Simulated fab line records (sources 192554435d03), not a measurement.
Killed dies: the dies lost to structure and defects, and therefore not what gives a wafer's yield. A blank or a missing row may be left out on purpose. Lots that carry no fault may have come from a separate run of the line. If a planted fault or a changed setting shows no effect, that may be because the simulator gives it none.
fab line records	flow n5-finfet
[record] lots = 7	wafers = 21
route steps=1938 shown BEOL_M1@761 BEOL_M2@890 BEOL_M3@980 BEOL_M4@1040 BEOL_M5@1112
start-h: the number of hours between the record's first day and the start of the first shown wafer of the lot	wait-h: how many hours have passed since the lot's step before this one	" identical to the entry in the row above	L1.1+2: one row covering several wafers at once	- no value present, or no start provided	* or withheld: withheld	< > ~ a bound
route shown NAME@n: names a module that has steps shown in the file, with the first one's number in the route	usual: mean and standard deviation over wafers with no fault	same: alike in all rows	chamber/n: place in a boat	sites: the reading at each site	_std_site: how widely they spread, as a standard deviation	_edge_site: the outer-site mean with the inner-site mean subtracted	radius-mm: how far each site lies from the wafer's centre	mask NAME#n: copy n	behind: the last tool/chamber to shape the wafer	hold: why the lot was held/for how many hours/how that ended	device: the n, p or np transistor that did not switch	end of line: the route-end tests of the same wafers	a step without rows: its recipe alone	killed: dies that structure and defects cost at the first sort, which is not the same as the wafer's yield	map: a wafer's dies, marking killed ones x, the rest . and places with no die _
set.NAME: setting as actually run; set.NAME@STEP: the setting as run at that earlier step	model.NAME: the simulator's own value behind a step, which no gauge read
lots run with intentionally changed settings; tables by step, rows by wafer
[[steps]]
[step N5_BEOL_M1_EXPOSE_08]
[recipe] mask-id = M1	na = 0.33	source-shape = dipole	sigma-inner = 0.369	sigma-outer = 0.767	polarization = unpolarized	dose-mj = 33
lot.wafer	tool	chamber	start-h	wait-h	mask	set.dose-mj
L074.1+4+5	euv-scanner-01	0	128.27	-	M1#0	34.85
L077.1+3+5	euv-scanner-02	0	141.45	-	M1#0	33
L079.2+4+6	euv-scanner-02	0	152.05	-	M1#0	33
L080.2	euv-scanner-02	0	158.39	-	M1#0	33
L080.4+5	"	0	"	"	M1#0	32.27
L083.1	euv-scanner-01	0	176.56	-	M1#0	31.55
L083.4+6	"	0	"	"	M1#0	33
L095.2+5	euv-scanner-01	0	254.24	-	M1#0	35.44
L095.3	"	0	"	"	M1#0	33
L094.1+3+6	euv-scanner-01	0	255.03	-	M1#0	33
[step N5_BEOL_M1_PEB_09]
[recipe] peb-temp-c = 100	peb-time-s = 60	resist = CAR-EUV
[step N5_BEOL_M1_DEVELOP_10]
[recipe] develop-time-s = 30	developer = TMAH	resist = CAR-EUV	rinse-liquid = surfactant-rinse	dry = air-spin	dev-temp-c = 23
[step N5_BEOL_M1_CD_MEAS_11]
[recipe] target-cd-nm = 17.05	landing-energy-ev = 500	detector = se-inlens	polarity = opening
[usual] cd-nm = 17.12/0.24
lot.wafer	tool	chamber	start-h	wait-h	set.dose-mj@BEOL_M1_EXPOSE_08	cd-nm
L074.1	cd-sem-02	0	128.40	-	34.85	17.89
L074.4	"	0	"	"	34.85	17.82
L074.5	"	0	"	"	34.85	18.46
L077.1	cd-sem-02	0	141.58	-	33	16.94
L077.3	"	0	"	"	33	16.84
L077.5	"	0	"	"	33	16.92
L079.2	cd-sem-02	0	152.17	-	33	17.23
L079.4	"	0	"	"	33	17.24
L079.6	"	0	"	"	33	17.47
L080.2	cd-sem-02	0	158.51	-	33	17.43
L080.4	"	0	"	"	32.27	16.51
L080.5	"	0	"	"	32.27	16.40
L083.1	cd-sem-03	0	176.68	-	31.55	16.04
L083.4	"	0	"	"	33	17.15
L083.6	"	0	"	"	33	17.12
L095.2	cd-sem-03	0	254.36	-	35.44	18.51
L095.3	"	0	"	"	33	16.91
L095.5	"	0	"	"	35.44	18.73
L094.1	cd-sem-03	0	255.16	-	33	17.06
L094.3	"	0	"	"	33	17.15
L094.6	"	0	"	"	33	17.05
[step N5_BEOL_M1_DESCUM_16]
[recipe] chemistry = O2	time-s = 7	source-power-w = 50	bias-power-w = 20	pressure-mtorr = 20	rf-frequency-hz = 2.712e+07	temp-c = 40	resist = CAR-EUV	o2-flow-sccm = 225
[step N5_BEOL_M1_ETCH_74]
[recipe] chemistry = N2/H2	target = underlayer	target-depth-a = 65	mask-material = CAR-EUV	time-s = 5.2	ion-energy-ev = 200	pressure-mtorr = 30	source-w = 840	bias-w = 150	n2-flow-sccm = 200	h2-flow-sccm = 200	ends = cleared
lot.wafer	tool	chamber	start-h	wait-h	set.dose-mj@BEOL_M1_EXPOSE_08	model.BEOL_M1.cd-offset-nm
L074.1+4+5	rie-diel-01	3,1,3	128.56	0.0	34.85	1
L077.1+5	rie-diel-05	1	141.74	0.0	33	0
L077.3	"	0	"	"	33	0.2
L079.2+6	rie-diel-05	3	152.36	0.0	33	0.4
L079.4	"	1	"	"	33	0.2
L080.2	rie-diel-05	2	158.94	0.0	33	0.2
L080.4+5	"	1,3	"	"	32.27	-0.4
L083.1	rie-diel-01	2	176.89	0.0	31.55	-1
L083.4	"	3	"	"	33	0.2
L083.6	"	2	"	"	33	0
L095.2	rie-diel-01	0	254.79	0.0	35.44	1.4
L095.3	"	2	"	"	33	0.2
L095.5	"	2	"	"	35.44	1.6
L094.1+6	rie-diel-01	1	255.32	0.0	33	-0.2
L094.3	"	2	"	"	33	0
[step N5_BEOL_M1_ETCH_63]
[recipe] chemistry = CF4	target = SiARC	target-depth-a = 156	mask-material = CAR-EUV	time-s = 26	ion-energy-ev = 80	pressure-mtorr = 40	source-w = 545	bias-w = 36	Ar_flow_sccm = 100	cf4-flow-sccm = 100	ends = cleared
lot.wafer	tool	chamber	start-h	wait-h	set.dose-mj@BEOL_M1_EXPOSE_08	model.BEOL_M1.cd-offset-nm
L074.1+4+5	rie-diel-01	3,1,3	128.57	0.0	34.85	1
L077.1	rie-diel-05	1	141.75	0.0	33	0
L077.3	"	0	"	"	33	0.2
L077.5	"	1	"	"	33	-0.2
L079.2+6	rie-diel-05	3	152.38	0.0	33	0.4
L079.4	"	1	"	"	33	0.2
L080.2	rie-diel-05	2	158.96	0.0	33	0
L080.4+5	"	1,3	"	"	32.27	-0.4
L083.1	rie-diel-01	2	176.90	0.0	31.55	-1
L083.4	"	3	"	"	33	0.2
L083.6	"	2	"	"	33	0
L095.2	rie-diel-01	0	254.80	0.0	35.44	1.4
L095.3	"	2	"	"	33	0.2
L095.5	"	2	"	"	35.44	1.6
L094.1+6	rie-diel-01	1	255.33	0.0	33	-0.2
L094.3	"	2	"	"	33	0
[step N5_BEOL_M1_ETCH_64]
[recipe] chemistry = N2/H2	target = SOC	target-depth-a = 750	overetch-a = 150	mask-material = SiARC	temp-c = 40	time-s = 112.5	ion-energy-ev = 200	pressure-mtorr = 30	source-w = 840	bias-w = 150	n2-flow-sccm = 200	h2-flow-sccm = 200
[step N5_BEOL_M1_STRIP_65]
[recipe] chemistry = N2/H2	temp-c = 40	n2-flow-sccm = 200	h2-flow-sccm = 200	rf-frequency-hz = 6e+07
[step N5_BEOL_M1_STRIP_75]
[recipe] chemistry = N2/H2	temp-c = 40	n2-flow-sccm = 200	h2-flow-sccm = 200	rf-frequency-hz = 6e+07
[step N5_BEOL_M1_STRIP_66]
[recipe] chemistry = CF4	resist = SiARC	power-w = 300	bias-power-w = 75	pressure-mtorr = 50	cf4-flow-sccm = 150	rf-frequency-hz = 6e+07
[step N5_BEOL_M1_HM_OPEN_17]
[recipe] chemistry = Cl2/BCl3	target-depth-a = 200	overetch-a = 60	target = TiN	mask-material = SOC	ion-energy-ev = 150	pressure-mtorr = 10	icp-w = 1000	bias-w = 126	Cl2_flow_sccm = 53.25	bcl3-flow-sccm = 21.75	Ar_flow_sccm = 25
lot.wafer	tool	chamber	start-h	wait-h	set.dose-mj@BEOL_M1_EXPOSE_08	model.BEOL_M1.cd-offset-nm
L074.1+4+5	rie-metal-02	1,0,0	128.77	0.0	34.85	0.8
L077.1	rie-metal-01	1	141.95	0.0	33	0
L077.3	"	1	"	"	33	0.2
L077.5	"	0	"	"	33	-0.2
L079.2+6	rie-metal-01	0,1	152.58	0.0	33	0.4
L079.4	"	0	"	"	33	0
L080.2	rie-metal-03	0	159.16	0.0	33	0.2
L080.4+5	"	0,1	"	"	32.27	-0.4
L083.1	rie-metal-03	1	177.10	0.0	31.55	-0.8
L083.4+6	"	0	"	"	33	0.2
L095.2+5	rie-metal-01	1,0	255.00	0.0	35.44	1.4
L095.3	"	0	"	"	33	0.2
L094.1	rie-metal-02	0	255.53	0.0	33	-0.2
L094.3	"	0	"	"	33	0.2
L094.6	"	0	"	"	33	0
[step N5_BEOL_M1_STRIP_19]
[recipe] chemistry = O2	power-w = 400	temp-c = 40	pressure-mtorr = 30	rf-frequency-hz = 6e+07	bias-power-w = 0	overash-fraction = 0.2	o2-flow-sccm = 225
[step N5_BEOL_M1_STRIP_97]
[recipe] chemistry = N2/H2	time-s = 10	power-w = 450	temp-c = 40	pressure-mtorr = 20	rf-frequency-hz = 6e+07	bias-power-w = 7	n2-flow-sccm = 200	h2-flow-sccm = 200
[step N5_BEOL_M1_HM_STRIP_39]
[recipe] chemistry = peroxide-tin-strip	material = TiN	target-depth-a = 250	temp-c = 50	time-s = 158
lot.wafer	tool	chamber	start-h	wait-h	set.time-s@BEOL_M1_PECVD_72	model.SiO2_of_BEOL_M1_PECVD_72.thk-nm
L074.1	wet-bench-03	7	131.02	0.0	18	16
L074.4+5	"	4,6	"	"	19.64	17.8
L077.1+3	wet-bench-02	3,1	144.61	0.0	18	15.8
L077.5	"	2	"	"	18.91	16.8
L079.2	wet-bench-04	6	154.10	0.0	18	15.6
L079.4	"	0	"	"	18	15.8
L079.6	"	7	"	"	18	16
L080.2+4	wet-bench-04	4,2	162.69	0.0	18	15.8
L080.5	"	0	"	"	19.08	17
L083.1	wet-bench-03	3	179.66	0.0	18	15.6
L083.4	"	4	"	"	18	15.8
L083.6	"	6	"	"	19.87	17.6
L095.2+3	wet-bench-03	2,3	256.93	0.0	18	15.8
L095.5	"	5	"	"	16.77	15
L094.1	wet-bench-02	7	260.35	0.0	16.92	14.8
L094.3	"	4	"	"	16.92	15
L094.6	"	5	"	"	16.92	15.2
[step N5_BEOL_M2_TRENCH_ETCH_37]
[recipe] chemistry = C4F6/O2	target-depth-a = 555.55	target = SiOC	time-s = 29.2	ion-energy-ev = 250	pressure-mtorr = 30	source-w = 355	bias-w = 185	Ar_flow_sccm = 300	C4F6_flow_sccm = 10	O2_flow_sccm = 10
[usual] rf-vpp-V = 664/6.8
lot.wafer	tool	chamber	start-h	wait-h	set.source-w	rf-vpp-V
L074.1	rie-diel-06	2	-	-	355	665
L074.4	"	3	"	"	355	658
L074.5	"	3	"	"	355	658
L077.1	rie-diel-06	0	-	-	355	662
L077.3	"	3	"	"	355	656
L077.5	"	0	"	"	355	663
L079.2	rie-diel-02	2	-	-	355	659
L079.4	"	1	"	"	355	655
L079.6	"	2	"	"	355	659
L080.2	rie-diel-04	1	-	-	409.3	614
L080.4	"	0	"	"	355	674
L080.5	"	2	"	"	409.3	619
L083.1	rie-diel-04	2	-	-	355	665
L083.4	"	0	"	"	355	675
L083.6	"	3	"	"	355	673
L095.2	rie-diel-02	3	-	-	294.4	742
L095.3	"	1	"	"	294.4	719
L095.5	"	0	"	"	355	666
L094.1	rie-diel-06	1	-	-	355	665
L094.3	"	2	"	"	355	665
L094.6	"	3	"	"	355	656
[step N5_BEOL_M3_TRENCH_ETCH_37]
[recipe] chemistry = C4F6/O2	target-depth-a = 555.55	target = SiOC	time-s = 29.2	ion-energy-ev = 250	pressure-mtorr = 30	source-w = 355	bias-w = 185	Ar_flow_sccm = 300	C4F6_flow_sccm = 10	O2_flow_sccm = 10
[usual] rf-vpp-V = 665/6.7
lot.wafer	tool	chamber	start-h	wait-h	set.source-w	rf-vpp-V	model.BEOL_M3.feature-depth-nm	model.etch.depth-nm
L074.1	rie-diel-01	1	-	-	355	678	56.2	56.12
L074.4	"	3	"	"	393.4	633	58	58.02
L074.5	"	3	"	"	355	665	55.2	55.25
L077.1	rie-diel-01	2	-	-	317.3	712	53.6	53.69
L077.3	"	3	"	"	317.3	703	53	53.05
L077.5	"	1	"	"	317.3	718	53	53.01
L079.2	rie-diel-03	0	-	-	355	661	54.4	54.49
L079.4	"	2	"	"	355	665	55.4	55.45
L079.6	"	0	"	"	355	661	54.8	54.79
L080.2	rie-diel-01	0	-	-	355	662	55.4	55.33
L080.4	"	2	"	"	384.3	644	58	58.06
L080.5	"	0	"	"	355	662	55.8	55.76
L083.1	rie-diel-01	0	-	-	292.1	731	51.2	51.23
L083.4	"	2	"	"	355	670	55.8	55.9
L083.6	"	0	"	"	355	662	55.8	55.72
L095.2	rie-diel-03	1	-	-	355	671	54.4	54.37
L095.3	"	0	"	"	379	639	56.4	56.37
L095.5	"	1	"	"	379	650	56.2	56.21
L094.1	rie-diel-01	3	-	-	355	665	56.2	56.12
L094.3	"	0	"	"	395.8	625	57.6	57.55
L094.6	"	3	"	"	355	664	56	56.05
[step N5_BEOL_M3_ETCH_41]
[recipe] chemistry = CH3F/O2	target = SiCN	target-depth-a = 299	taper-deg = 2	time-s = 52.5	ion-energy-ev = 120	mask-material = TiN	pressure-mtorr = 30	source-w = 395	bias-w = 75	Ar_flow_sccm = 150	CH3F_flow_sccm = 30	O2_flow_sccm = 20
[step N5_BEOL_M3_STRIP_97]
[recipe] chemistry = N2/H2	time-s = 10	power-w = 450	temp-c = 40	pressure-mtorr = 20	rf-frequency-hz = 6e+07	bias-power-w = 7	n2-flow-sccm = 200	h2-flow-sccm = 200
[step N5_BEOL_M3_OCD_MEAS_38]
[usual] trench-depth-nm = 55.6/0.77
lot.wafer	tool	chamber	start-h	wait-h	set.source-w@BEOL_M3_TRENCH_ETCH_37	trench-depth-nm
L074.1	ocd-01	-	153.18	-	355	55.8
L074.4	"	-	"	"	393.4	57.8
L074.5	"	-	"	"	355	55.0
L077.1	ocd-02	-	167.83	-	317.3	53.6
L077.3	"	-	"	"	317.3	52.7
L077.5	"	-	"	"	317.3	52.6
L079.2	ocd-02	-	177.57	-	355	54.8
L079.4	"	-	"	"	355	55.4
L079.6	"	-	"	"	355	54.3
L080.2	ocd-02	-	183.41	-	355	55.4
L080.4	"	-	"	"	384.3	58.3
L080.5	"	-	"	"	355	56.2
L083.1	ocd-01	-	199.33	-	292.1	50.9
L083.4	"	-	"	"	355	55.8
L083.6	"	-	"	"	355	56.0
L095.2	ocd-02	-	283.61	-	355	54.9
L095.3	"	-	"	"	379	56.3
L095.5	"	-	"	"	379	56.1
L094.1	ocd-01	-	283.65	-	355	55.6
L094.3	"	-	"	"	395.8	57.4
L094.6	"	-	"	"	355	56.2
[step N5_BEOL_M4_ETCH_64]
[recipe] chemistry = N2/H2	target = SOC	target-depth-a = 750	overetch-a = 225	mask-material = SiARC	temp-c = 40	time-s = 121.9	ion-energy-ev = 200	pressure-mtorr = 30	source-w = 840	bias-w = 150	n2-flow-sccm = 200	h2-flow-sccm = 200
[usual] rf-vpp-V = 523.8/1.8
lot.wafer	tool	chamber	start-h	wait-h	set.bias-w	rf-vpp-V	model.SiARC_of_BEOL_M4_COAT_62.thk-nm
L074.1	rie-diel-06	2	158.47	0.0	150	522.3	6.4
L074.4	"	3	"	"	138.5	496.5	7
L074.5	"	2	"	"	138.5	496.2	7
L077.1	rie-diel-04	3	172.89	0.0	150	523.8	6.2
L077.3	"	2	"	"	131	482.2	7
L077.5	"	2	"	"	150	526.0	6
L079.2	rie-diel-02	0	184.81	0.0	150	527.3	6.6
L079.4	"	1	"	"	150	523.3	6.4
L079.6	"	1	"	"	150	521.6	6.4
L080.2	rie-diel-02	2	189.40	0.0	150	526.6	6.4
L080.4	"	3	"	"	125	470.6	7.4
L080.5	"	1	"	"	150	521.2	6.2
L083.1	rie-diel-06	1	204.51	0.0	170.1	569.5	5.4
L083.4	"	3	"	"	150	523.0	6.6
L083.6	"	0	"	"	150	521.8	6.2
L095.2	rie-diel-06	0	288.88	0.0	150	523.3	6.2
L095.3	"	2	"	"	150	521.9	6.4
L095.5	"	2	"	"	159	542.0	6
L094.1	rie-diel-04	0	289.14	0.0	162.4	551.1	5.6
L094.3	"	3	"	"	150	524.6	6.2
L094.6	"	3	"	"	150	523.4	6.2
[step N5_BEOL_M4_COAT_67]
[recipe] resist = SOC	temp-c = 250	time-s = 60	spin-rpm = 1500	resist-thk-nm = 60
lot.wafer	tool	chamber	start-h	wait-h	set.spin-rpm	model.SOC_of_BEOL_M4_COAT_67.thk-nm
L074.1+5	litho-track-01	0	158.97	0.0	1500	60.2
L074.4	"	0	"	"	1355	63.2
L077.1+3	litho-track-03	0	173.29	0.0	1353	63.2
L077.5	"	0	"	"	1500	60
L079.2	litho-track-05	0	185.29	0.0	1500	60.2
L079.4+6	"	0	"	"	1500	60.4
L080.2	litho-track-01	0	189.88	0.0	1500	59.8
L080.4	"	0	"	"	1500	60.2
L080.5	"	0	"	"	1616	58
L083.1+4+6	litho-track-05	0	204.90	0.0	1500	60
L095.2+5	litho-track-05	0	289.27	0.0	1500	59.6
L095.3	"	0	"	"	1500	59.4
L094.1	litho-track-01	0	289.55	0.0	1500	60.2
L094.3	"	0	"	"	1627	57.8
L094.6	"	0	"	"	1500	60
[step N5_BEOL_M4_COAT_68]
[recipe] resist = SiARC	temp-c = 220	time-s = 60	spin-rpm = 1500	resist-thk-nm = 12
[step N5_BEOL_M4_COAT_76]
[recipe] resist = underlayer	temp-c = 205	time-s = 60	spin-rpm = 1500	resist-thk-nm = 5
[step N5_BEOL_M4_ALD_98]
[recipe] material = SiO2	target-thk-a = 25	temp-c = 100	ald-precursor-family = BDEAS	ald-co-reactant = O2-plasma	pulse-time-s = 1	co-reactant-pulse-time-s = 1	purge-time-s = 2	co-reactant-purge-time-s = 2	ald-cycles = 17	pressure-torr = 2
[step N5_BEOL_M4_ETCHBACK_99]
[recipe] chemistry = CHF3	target = SiO2	target-depth-a = 50	time-s = 10.4	source-w = 215	bias-w = 47	Ar_flow_sccm = 200	CHF3_flow_sccm = 12	ion-energy-ev = 100	pressure-mtorr = 30
[step N5_BEOL_M4_ETCH_70]
[recipe] chemistry = N2/H2	target = SOC	target-depth-a = 800	overetch-a = 240	mask-material = SiARC	temp-c = 40	time-s = 130	ion-energy-ev = 200	pressure-mtorr = 30	source-w = 840	bias-w = 150	n2-flow-sccm = 200	h2-flow-sccm = 200
lot.wafer	tool	chamber	start-h	wait-h	set.spin-rpm@BEOL_M4_COAT_67	model.etch.depth-nm
L074.1	rie-diel-02	2	166.37	0.0	1500	60.19
L074.4	"	1	"	"	1355	63.21
L074.5	"	3	"	"	1500	60.13
L077.1	rie-diel-02	3	175.87	0.0	1353	63.24
L077.3	"	1	"	"	1353	63.28
L077.5	"	1	"	"	1500	60
L079.2	rie-diel-06	3	190.80	0.0	1500	60.2
L079.4	"	2	"	"	1500	60.3
L079.6	"	0	"	"	1500	60.31
L080.2	rie-diel-04	1	191.23	0.0	1500	59.9
L080.4	"	3	"	"	1500	60.12
L080.5	"	1	"	"	1616	57.97
L083.1	rie-diel-04	0	211.12	0.0	1500	59.98
L083.4	"	3	"	"	1500	59.96
L083.6	"	0	"	"	1500	60.04
L095.2	rie-diel-06	2	289.97	0.0	1500	59.54
L095.3	"	3	"	"	1500	59.5
L095.5	"	0	"	"	1500	59.64
L094.1	rie-diel-06	0	290.57	0.0	1500	60.13
L094.3	"	1	"	"	1627	57.86
L094.6	"	1	"	"	1500	60.04
[step N5_BEOL_M5_ILD_DEP_00]
[recipe] material = SiCOH_lowk	target-thk-a = 1406.4	temp-c = 300	precursor = DEMS/porogen	pressure-torr = 5	rf-w = 500	time-s = 25.9
lot.wafer	tool	chamber	start-h	wait-h	set.time-s	model.SiCOH_lowk_of_BEOL_M5_ILD_DEP_00.thk-nm
L074.1	pecvd-02	2	171.97	0.8	25.9	139.4
L074.4	"	0	"	"	23.66	130.6
L074.5	"	1	"	"	25.9	142.6
L077.1	pecvd-01	0	181.21	0.8	25.9	138.2
L077.3	"	1	"	"	25.9	138
L077.5	"	0	"	"	22.85	124.2
L079.2	pecvd-02	1	196.45	0.7	25.9	139.6
L079.4	"	1	"	"	25.9	142.2
L079.6	"	0	"	"	25.9	141.4
L080.2	pecvd-01	2	197.98	0.7	25.9	140.2
L080.4	"	1	"	"	25.9	141.8
L080.5	"	0	"	"	25.9	141.2
L083.1	pecvd-01	1	227.74	0.8	23.11	125.8
L083.4	"	2	"	"	23.11	126.2
L083.6	"	0	"	"	25.9	142.4
L095.2	pecvd-02	2	295.48	0.7	22.45	123
L095.3	"	0	"	"	25.9	141
L095.5	"	2	"	"	25.9	140.8
L094.1	pecvd-01	2	296.51	0.8	25.9	139
L094.3	"	0	"	"	25.9	138.4
L094.6	"	1	"	"	25.9	141.4
[step N5_BEOL_M5_CURE_79]
[recipe] temp-c = 385	time-s = 240	ambient = He/Ar	material = SiCOH_lowk
lot.wafer	tool	chamber	start-h	wait-h	set.time-s@BEOL_M5_ILD_DEP_00	model.SiCOH_lowk_of_BEOL_M5_ILD_DEP_00.thk-nm
L074.1	uv-cure-01	1	172.03	0.0	25.9	120
L074.4	"	1	"	"	23.66	112.4
L074.5	"	1	"	"	25.9	122.6
L077.1	uv-cure-01	0	181.33	0.1	25.9	118.8
L077.3	"	0	"	"	25.9	118.6
L077.5	"	0	"	"	22.85	106.8
L079.2	uv-cure-01	0	196.59	0.1	25.9	120.2
L079.4	"	0	"	"	25.9	122.4
L079.6	"	0	"	"	25.9	121.8
L080.2	uv-cure-01	1	198.12	0.1	25.9	120.6
L080.4	"	1	"	"	25.9	122
L080.5	"	1	"	"	25.9	121.4
L083.1	uv-cure-02	2	227.81	0.0	23.11	108.2
L083.4	"	2	"	"	23.11	108.4
L083.6	"	2	"	"	25.9	122.4
L095.2	uv-cure-02	0	295.62	0.1	22.45	105.8
L095.3	"	0	"	"	25.9	121.4
L095.5	"	0	"	"	25.9	121
L094.1	uv-cure-02	2	296.57	0.0	25.9	119.6
L094.3	"	2	"	"	25.9	119
L094.6	"	2	"	"	25.9	121.6
[step N5_BEOL_M5_THK_MEAS_01]
[recipe] reads = SiCOH_lowk_of_BEOL_M5_ILD_DEP_00
[usual] M5_ILD_THK = 121.0/1.4
lot.wafer	tool	chamber	start-h	wait-h	set.time-s@BEOL_M5_ILD_DEP_00	M5_ILD_THK[nm]
L074.1	film-metro-01	-	172.55	0.4	25.9	120.0
L074.4	"	-	"	"	23.66	112.3
L074.5	"	-	"	"	25.9	122.6
L077.1	film-metro-01	-	181.84	0.4	25.9	118.9
L077.3	"	-	"	"	25.9	118.8
L077.5	"	-	"	"	22.85	106.6
L079.2	film-metro-01	-	197.02	0.4	25.9	120.0
L079.4	"	-	"	"	25.9	122.4
L079.6	"	-	"	"	25.9	121.6
L080.2	film-metro-01	-	198.55	0.4	25.9	120.7
L080.4	"	-	"	"	25.9	122.1
L080.5	"	-	"	"	25.9	121.5
L083.1	film-metro-01	-	229.76	1.6	23.11	108.1
L083.4	"	-	"	"	23.11	108.4
L083.6	"	-	"	"	25.9	122.4
L095.2	film-metro-02	-	296.05	0.4	22.45	105.6
L095.3	"	-	"	"	25.9	121.5
L095.5	"	-	"	"	25.9	121.2
L094.1	film-metro-01	-	297.09	0.4	25.9	119.6
L094.3	"	-	"	"	25.9	119.1
L094.6	"	-	"	"	25.9	121.7
[[key]]
[split] step = N5_BEOL_M1_EXPOSE_08	setting = dose-mj	stated = 33	by = wafer
[response] step = N5_BEOL_M1_CD_MEAS_11	reading = cd-nm	change = +0.249	per = 1%	r = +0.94
[response] step = N5_BEOL_M1_ETCH_74	reading = model.BEOL_M1.cd-offset-nm	change = +0.2	per = 1%	r = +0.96
[response] step = N5_BEOL_M1_ETCH_63	reading = model.BEOL_M1.cd-offset-nm	change = +0.194	per = 1%	r = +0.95
[response] step = N5_BEOL_M1_HM_OPEN_17	reading = model.BEOL_M1.cd-offset-nm	change = +0.185	per = 1%	r = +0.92
[split] step = N5_BEOL_M2_TRENCH_ETCH_37	setting = source-w	stated = 355	by = wafer
[response] step = N5_BEOL_M2_TRENCH_ETCH_37	reading = rf-vpp-V	change = -3.78	per = 1%	r = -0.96
[split] step = N5_BEOL_M3_TRENCH_ETCH_37	setting = source-w	stated = 355	by = wafer
[response] step = N5_BEOL_M3_TRENCH_ETCH_37	reading = rf-vpp-V	change = -3.47	per = 1%	r = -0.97
[response] step = N5_BEOL_M3_TRENCH_ETCH_37	reading = model.BEOL_M3.feature-depth-nm	change = +0.231	per = 1%	r = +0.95
[response] step = N5_BEOL_M3_TRENCH_ETCH_37	reading = model.etch.depth-nm	change = +0.232	per = 1%	r = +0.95
[response] step = N5_BEOL_M3_OCD_MEAS_38	reading = trench-depth-nm	change = +0.241	per = 1%	r = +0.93
[split] step = N5_BEOL_M4_ETCH_64	setting = bias-w	stated = 150	by = wafer
[response] step = N5_BEOL_M4_ETCH_64	reading = rf-vpp-V	change = +3.33	per = 1%	r = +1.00
[response] step = N5_BEOL_M4_ETCH_64	reading = model.SiARC_of_BEOL_M4_COAT_62.thk-nm	change = -0.0698	per = 1%	r = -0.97
[split] step = N5_BEOL_M4_COAT_67	setting = spin-rpm	stated = 1500	by = wafer
[response] step = N5_BEOL_M4_COAT_67	reading = model.SOC_of_BEOL_M4_COAT_67.thk-nm	change = -0.297	per = 1%	r = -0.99
[response] step = N5_BEOL_M4_ETCH_70	reading = model.etch.depth-nm	change = -0.299	per = 1%	r = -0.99
[split] step = N5_BEOL_M5_ILD_DEP_00	setting = time-s	stated = 25.9	by = wafer
[response] step = N5_BEOL_M5_ILD_DEP_00	reading = model.SiCOH_lowk_of_BEOL_M5_ILD_DEP_00.thk-nm	change = +1.32	per = 1%	r = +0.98
[response] step = N5_BEOL_M5_CURE_79	reading = model.SiCOH_lowk_of_BEOL_M5_ILD_DEP_00.thk-nm	change = +1.13	per = 1%	r = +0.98
[response] step = N5_BEOL_M5_THK_MEAS_01	reading = M5_ILD_THK	change = +1.15	per = 1%	r = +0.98
split outside-this-file step=N5_BEOL_M1_PECVD_72 setting=time-s
// split outside-this-file: this setting was split too, and the file shows its column; the key of that split is in another file
